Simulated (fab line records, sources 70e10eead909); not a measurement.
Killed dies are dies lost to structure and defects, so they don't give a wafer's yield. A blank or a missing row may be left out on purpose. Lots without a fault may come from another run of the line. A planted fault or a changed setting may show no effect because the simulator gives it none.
Chamber matching | flow nand_harc | NHARC_A_WL_FILL_STRIP_29 on rie_diel-01: 4 sister chambers
The step strips in O2, time 20 s. 8 wafers are shown with their chamber, then 9 later ones without.

WAFERS WITH THEIR CHAMBER
wafer  | chamber | drypump_motor_current_A (A) | oes_product_au (a.u.)
L088.1 | 3       | 5.45                        | 1.005
L088.5 | 1       | 5.56                        | 0.998
L088.6 | 2       | 6.11                        | 1.006
L090.2 | 1       | 5.61                        | 1.006
L090.3 | 2       | 6.11                        | 1.003
L091.2 | 3       | 5.46                        | 0.985
L091.4 | 0       | 6.07                        | 1.014
L091.6 | 0       | 6.04                        | 1.014

WAFERS WITHOUT THEIR CHAMBER
wafer  | drypump_motor_current_A (A) | oes_product_au (a.u.)
L093.1 | 6.08                        | 0.988
L093.2 | 6.01                        | 1.001
L093.4 | 5.61                        | 0.989
L097.1 | 5.45                        | 0.987
L097.2 | 6.09                        | 1.008
L097.3 | 6.04                        | 1.011
L097.4 | 5.59                        | 1.013
L097.5 | 5.58                        | 1.006
L097.6 | 6.09                        | 1.005

WHICH CHAMBER EACH WENT THROUGH
wafer  | from the rows above     | in truth
L093.1 | can't be placed: 2 or 0 | 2
L093.2 | 0                       | 0
L093.4 | 1                       | 1
L097.1 | 3                       | 3
L097.2 | can't be placed: 2 or 0 | 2
L097.3 | 0                       | 0
L097.4 | 1                       | 1
L097.5 | 1                       | 1
L097.6 | can't be placed: 2 or 0 | 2
Placed correctly: 6 of 9. Can't be placed from these rows: 3 (the true chamber is among the candidates in 3). Placed wrongly: 0.
How it was worked out, from the rows above alone: a wafer's distance from a chamber is the root of the sum, over the readings, of the square of ((its reading less the chamber's mean) divided by the reading's scatter). The wafer belongs to the nearest chamber; if the next one is less than 2 further off, it can't be placed. A chamber's mean is the mean of its shown wafers. The scatter: the root of (the sum of the squares of (reading less its chamber's mean) over the shown wafers, divided by (wafers less chambers)).
